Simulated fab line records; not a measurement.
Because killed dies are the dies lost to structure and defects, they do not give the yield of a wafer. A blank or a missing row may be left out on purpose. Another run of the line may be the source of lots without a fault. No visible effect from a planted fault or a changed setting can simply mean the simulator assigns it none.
What tool caused it? / flow nand-harc / 6 lots with 17 wafers sampled at 5 steps, on a route of 1159 steps

## WHAT THE GAUGES READ, wafer by wafer
NHARC_A_ONON_D1_THK_MEAS_02: measures by ellipsometry.
lot=L701; measured=day 8 04:34; on=film-metro-01; thk-nm (nm)=997 999 997
lot=L707; measured=day 9 02:08; on=film-metro-01; thk-nm (nm)=1475 1006 1005
lot=L711; measured=day 9 23:50; on=film-metro-01; thk-nm (nm)=1469 999
lot=L716; measured=day 11 11:18; on=film-metro-01; thk-nm (nm)=1002 1002 1002
lot=L720; measured=day 12 04:02; on=film-metro-01; thk-nm (nm)=990 990 989
lot=L723; measured=day 13 04:05; on=film-metro-02; thk-nm (nm)=992 993 993

## WHAT TOOL EACH LOT RAN ON (gives the tool, then ch and the chambers of the sampled wafers, and finally the start)
lot=L701; NHARC_P_BONDPAD_DESCUM_11=rie-diel-12 ch 0,2,3, day 6 20:30; NHARC_P_BONDPAD_PRE_CLEAN_26=pvd-sputter-01, day 7 00:57 or earlier; NHARC_A_ZERO_WELL_DESCUM_12=rie-diel-07 ch 0,1,3, day 7 00:57; NHARC_A_ONON_D1_DEP_00=pecvd-onon-01 ch 0, day 8 04:07
lot=L707; NHARC_P_BONDPAD_DESCUM_11=rie-diel-01 ch 0,1,3, day 7 23:40; NHARC_P_BONDPAD_PRE_CLEAN_26=pvd-sputter-01, day 8 03:50 or earlier; NHARC_A_ZERO_WELL_DESCUM_12=rie-diel-06 ch 0,2, day 8 03:50; NHARC_A_ONON_D1_DEP_00=pecvd-onon-01 ch 0, day 9 01:37
lot=L711; NHARC_P_BONDPAD_DESCUM_11=rie-diel-12 ch 0,2, day 8 21:38; NHARC_P_BONDPAD_PRE_CLEAN_26=pvd-sputter-02, day 9 01:35 or earlier; NHARC_A_ZERO_WELL_DESCUM_12=rie-diel-07 ch 1,2, day 9 01:35; NHARC_A_ONON_D1_DEP_00=pecvd-onon-01 ch 0, day 9 23:20
lot=L716; NHARC_P_BONDPAD_DESCUM_11=rie-diel-01 ch 0,1,2, day 10 10:59; NHARC_P_BONDPAD_PRE_CLEAN_26=pvd-sputter-02, day 10 15:09 or earlier; NHARC_A_ZERO_WELL_DESCUM_12=rie-diel-06 ch 0,1,2, day 10 15:09; NHARC_A_ONON_D1_DEP_00=pecvd-onon-02 ch 0, day 11 10:47
lot=L720; NHARC_P_BONDPAD_DESCUM_11=rie-diel-01 ch 0,2,3, day 11 03:47; NHARC_P_BONDPAD_PRE_CLEAN_26=pvd-sputter-03, day 11 07:54 or earlier; NHARC_A_ZERO_WELL_DESCUM_12=rie-diel-11 ch 0,1,2, day 11 07:54; NHARC_A_ONON_D1_DEP_00=pecvd-onon-03 ch 0, day 12 03:39
lot=L723; NHARC_P_BONDPAD_DESCUM_11=rie-diel-01 ch 0,2, day 12 01:19; NHARC_P_BONDPAD_PRE_CLEAN_26=pvd-sputter-03, day 12 05:17 or earlier; NHARC_A_ZERO_WELL_DESCUM_12=rie-diel-11 ch 0,2,3, day 12 05:17; NHARC_A_ONON_D1_DEP_00=pecvd-onon-03 ch 0, day 13 03:38
- NHARC_P_BONDPAD_DESCUM_11: chemistry O2, time 3 s.
- NHARC_P_BONDPAD_PRE_CLEAN_26: time 30 s.
- NHARC_A_ZERO_WELL_DESCUM_12: chemistry O2, time 3 s.
- NHARC_A_ONON_D1_DEP_00: target thk 1000 nm.

## THE ANSWER, worked out from the rows above alone
Rule: what is usual is taken from the lots themselves. Put in order of their means at a reading, lots are off if they are a third of the lots or fewer, leave a main group of 4 or more, and stand apart from it by a gap of 3 or more times the standard deviation of the main group's means; of several such gaps the widest counts. If all means in a main group match to the digits the tables above print for the reading, that group is not used. A lot without any number at a reading at which 4 lots or more have one is off too. The other lots that the step has rows for count as sound.
Off at NHARC_A_ONON_D1_THK_MEAS_02 (thk-nm): L707, L711. The main group has a mean of 996 nm with a standard deviation of 4.7.
A tool fits if, at a process step before that reading, it ran every lot that is off, and no sound lot after the first of them. Gauges at NHARC_A_ONON_D1_THK_MEAS_02: tried the same way as those tools. With no start given for some of its lots, NHARC_P_BONDPAD_PRE_CLEAN_26 uses the hours and lot order of NHARC_A_ZERO_WELL_DESCUM_12. One fits: pecvd-onon-01 at NHARC_A_ONON_D1_DEP_00. Its last sound lot is L701 (day 8 04:07), its first lot that is off L707 (day 9 01:37): a fault that began between those two fits.

## WHAT HAD BEEN PUT IN BY THE SIMULATOR
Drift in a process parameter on pecvd-onon-01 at NHARC_A_ONON_D1_DEP_00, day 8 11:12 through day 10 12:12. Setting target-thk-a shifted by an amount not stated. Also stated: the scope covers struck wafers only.
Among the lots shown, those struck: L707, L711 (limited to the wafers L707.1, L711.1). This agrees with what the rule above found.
